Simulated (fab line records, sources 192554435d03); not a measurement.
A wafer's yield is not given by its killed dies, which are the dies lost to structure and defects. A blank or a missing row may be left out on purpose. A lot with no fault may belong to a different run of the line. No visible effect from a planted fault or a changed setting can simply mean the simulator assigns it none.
Chamber matching	flow n5 finfet	rie diel-02 running N5_BEOL_M7_DESCUM_16: 4 sister chambers
The step chemistry O2, time 7.9 s. 20 wafers are shown with their chamber, then 10 later ones without.

## WAFERS PAIRED WITH THEIR CHAMBERS
wafer	chamber	showerhead plenum p Torr (Torr)	drypump motor current A (A)	throttle valve pct (%)
L074.1	3	2.02	6.6	20.65
L074.2	2	2.06	5.9	20.48
L074.6	2	2.06	5.8	20.47
L075.2	1	2.17	5.7	20.48
L075.3	3	2.02	6.5	20.66
L075.5	2	2.06	5.9	20.47
L077.2	2	2.06	5.8	20.47
L077.3	0	2.09	6.4	20.75
L077.5	2	2.06	5.9	20.47
L085.1	1	2.17	5.7	20.53
L085.2	0	2.08	6.5	20.77
L085.6	3	2.01	6.5	20.69
L088.1	0	2.08	6.5	20.77
L088.3	1	2.16	5.7	20.51
L088.5	0	2.08	6.5	20.78
L089.2	3	2.01	6.6	20.71
L089.4	0	2.08	6.5	20.77
L089.5	1	2.16	5.7	20.53
L091.2	3	2.01	6.5	20.71
L091.4	3	2.01	6.5	20.71

SIGNATURES, as means of the wafers listed above
reading	chamber 0	chamber 1	chamber 2	chamber 3	scatter within a chamber
showerhead plenum p Torr	2.0820	2.1650	2.0600	2.0133	0.00443
drypump motor current A	6.480	5.700	5.860	6.533	0.0456
throttle valve pct	20.7680	20.5125	20.4720	20.6883	0.0192
Rule: distance of a wafer from a chamber = root of the sum over the readings of ((wafer's reading minus chamber's mean) / reading's scatter) squared. The wafer belongs to the nearest chamber; if the next one is less than 2 further off, it can't be placed. How the scatter is found: for the shown wafers, subtract from each reading the mean of its chamber, square and add these, divide the total by (wafers less chambers), then take the root.

## WAFERS WHOSE CHAMBER IS MISSING
wafer	showerhead plenum p Torr (Torr)	drypump motor current A (A)	throttle valve pct (%)
L091.5	2.16	5.7	20.54
L097.2	2.05	5.9	20.22
L097.4	2.08	6.6	20.80
L097.6	2.00	6.6	20.74
L095.3	2.16	5.7	20.53
L095.4	2.05	5.9	20.21
L095.5	2.16	5.7	20.55
L096.2	2.05	5.9	20.20
L096.3	2.16	5.7	20.55
L096.5	2.05	5.9	20.22

## WHICH CHAMBER EACH WENT THROUGH
wafer	from the rows above	in truth
L091.5	1	1
L097.2	2	2
L097.4	0	0
L097.6	3	3
L095.3	1	1
L095.4	2	2
L095.5	1	1
L096.2	2	2
L096.3	1	1
L096.5	2	2
Correctly placed: 10 of 10. Left unplaced by these rows: 0. 0 placed wrongly.
